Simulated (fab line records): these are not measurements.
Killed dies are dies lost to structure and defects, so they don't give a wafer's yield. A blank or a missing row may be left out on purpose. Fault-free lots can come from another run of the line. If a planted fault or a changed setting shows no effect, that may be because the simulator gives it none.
Matching of chambers | flow nand-harc | NHARC_A_CONTACT_ETCH_110 on rie-diel-03 has 4 sister chambers
The step etches the open film in CF4/O2, target depth 50 nm, overetch 5 nm, time 27.5 s. 16 wafers are shown with their chamber, then 8 later ones without.

## EACH WAFER AND ITS CHAMBER
wafer  | chamber | showerhead-plenum-p-Torr (Torr) | drypump-motor-current-A (A) | oes-product-au (a.u.)
L079.1 | 2       | 1.36                            | 5.5                         | 1.003
L079.5 | 1       | 1.29                            | 5.6                         | 1.014
L079.6 | 0       | 1.35                            | 5.7                         | 0.984
L081.1 | 2       | 1.36                            | 5.5                         | 1.028
L081.3 | 3       | 1.31                            | 5.6                         | 0.999
L081.6 | 0       | 1.35                            | 5.7                         | 0.991
L086.1 | 3       | 1.31                            | 5.5                         | 1.009
L086.3 | 0       | 1.35                            | 5.7                         | 0.989
L086.5 | 2       | 1.36                            | 5.5                         | 1.016
L089.2 | 3       | 1.31                            | 5.6                         | 1.008
L089.3 | 1       | 1.28                            | 5.6                         | 1.003
L089.6 | 2       | 1.36                            | 5.5                         | 1.014
L091.2 | 3       | 1.31                            | 5.6                         | 1.002
L091.3 | 0       | 1.35                            | 5.7                         | 0.992
L091.4 | 1       | 1.28                            | 5.6                         | 1.006
L094.1 | 2       | 1.35                            | 5.5                         | 1.005

SIGNATURES (averages over the wafers above)
reading                  | chamber 0 | chamber 1 | chamber 2 | chamber 3 | scatter within a chamber
showerhead-plenum-p-Torr | 1.3500    | 1.2833    | 1.3580    | 1.3100    | 0.0035
drypump-motor-current-A  | 5.700     | 5.600     | 5.500     | 5.575     | 0.025
oes-product-au           | 0.98900   | 1.00767   | 1.01320   | 1.00450   | 0.00689
Rule: for each reading, subtract the chamber's mean from the wafer's reading, divide by that reading's scatter and square the result; add these up over the readings and take the root, which gives the wafer's distance from the chamber. The wafer belongs to the nearest chamber; if the next one is less than 2 further off, it can't be placed. How the scatter is found: for the shown wafers, subtract from each reading the mean of its chamber, square and add these, divide the total by (wafers less chambers), then take the root.

## WAFERS WITHOUT THEIR CHAMBER
wafer  | showerhead-plenum-p-Torr (Torr) | drypump-motor-current-A (A) | oes-product-au (a.u.)
L094.2 | 1.28                            | 5.6                         | 1.008
L094.3 | 1.35                            | 5.7                         | 0.996
L095.2 | 1.30                            | 5.6                         | 1.009
L095.4 | 1.28                            | 5.6                         | 1.001
L095.6 | 1.30                            | 5.6                         | 1.020
L096.2 | 1.30                            | 5.6                         | 0.999
L096.3 | 1.28                            | 5.6                         | 1.012
L096.4 | 1.35                            | 5.5                         | 1.016

## CHAMBER TAKEN BY EACH
wafer  | from the rows above     | in truth
L094.2 | 1                       | 1
L094.3 | 0                       | 0
L095.2 | can't be placed: 3 or 1 | 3
L095.4 | 1                       | 1
L095.6 | can't be placed: 3 or 1 | 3
L096.2 | can't be placed: 3 or 1 | 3
L096.3 | 1                       | 1
L096.4 | 2                       | 2
Placed correctly: 5 of 8. Unplaceable from these rows: 3, with the true chamber sitting among the candidates in 3. Wrongly placed: 0.
